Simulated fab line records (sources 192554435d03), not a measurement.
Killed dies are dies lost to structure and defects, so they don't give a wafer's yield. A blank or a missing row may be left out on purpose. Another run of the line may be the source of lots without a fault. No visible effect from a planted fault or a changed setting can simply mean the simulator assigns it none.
Matching of chambers -- flow n5-finfet -- N5_HKMG_FIN_ALD_74 on ald-hk-01: 4 sister chambers
The step deposits La2O3, target thk 0.5 nm, pulse time 6 s, co reactant pulse time 1 s. 20 wafers are shown with their chamber, then 10 later ones without.

== EACH WAFER AND ITS CHAMBER ==
wafer,chamber,heater-power-w (W),precursor-pulse-height-rel
L074.2,2,349,0.990
L074.3,0,318,0.999
L074.6,0,328,0.973
L077.1,1,291,1.013
L077.5,2,341,0.983
L077.6,3,320,0.972
L080.3,2,344,1.029
L080.4,1,285,0.956
L080.5,1,288,1.043
L083.3,1,290,1.033
L083.5,2,345,0.985
L083.6,1,281,0.979
L090.1,0,326,0.996
L090.2,2,340,0.963
L090.3,3,327,0.948
L090.4,1,281,0.990
L090.5,2,348,0.975
L090.6,3,328,0.986
L093.1,2,341,1.027
L093.2,0,321,0.989

SIGNATURES (means of the wafers above)
reading,chamber 0,chamber 1,chamber 2,chamber 3,scatter within a chamber
heater-power-w,323.25,286.00,344.00,325.00,4.13
precursor-pulse-height-rel,0.98925,1.00233,0.99314,0.96867,0.0257
Rule: distance of a wafer from a chamber = root of the sum over the readings of ((wafer's reading minus chamber's mean) / reading's scatter) squared. If the next closest chamber is less than 2 further off than the closest, the wafer can't be placed; otherwise it belongs to the closest. The scatter: take each reading less its chamber's mean, square it, sum over the shown wafers, divide by the number of wafers less the number of chambers, and take the root.

== WAFERS WHOSE CHAMBER IS MISSING ==
wafer,heater-power-w (W),precursor-pulse-height-rel
L093.3,290,0.980
L093.4,331,0.983
L093.5,333,0.962
L093.6,346,1.002
L091.2,327,0.968
L091.4,331,0.998
L091.6,330,1.003
L095.2,329,1.005
L095.3,284,1.005
L095.4,346,0.997

== THE CHAMBER EACH PASSED THROUGH ==
wafer,from the rows above,in truth
L093.3,1,1
L093.4,can't be placed: 3 or 0 or 2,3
L093.5,can't be placed: 3 or 0 or 2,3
L093.6,2,2
L091.2,can't be placed: 3 or 0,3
L091.4,can't be placed: 3 or 0 or 2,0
L091.6,can't be placed: 0 or 3 or 2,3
L095.2,can't be placed: 0 or 3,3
L095.3,1,1
L095.4,2,2
Placed correctly: 4 of 10. Can't be placed from these rows: 6 (the true chamber is among the candidates in 6). Placed wrongly: 0.
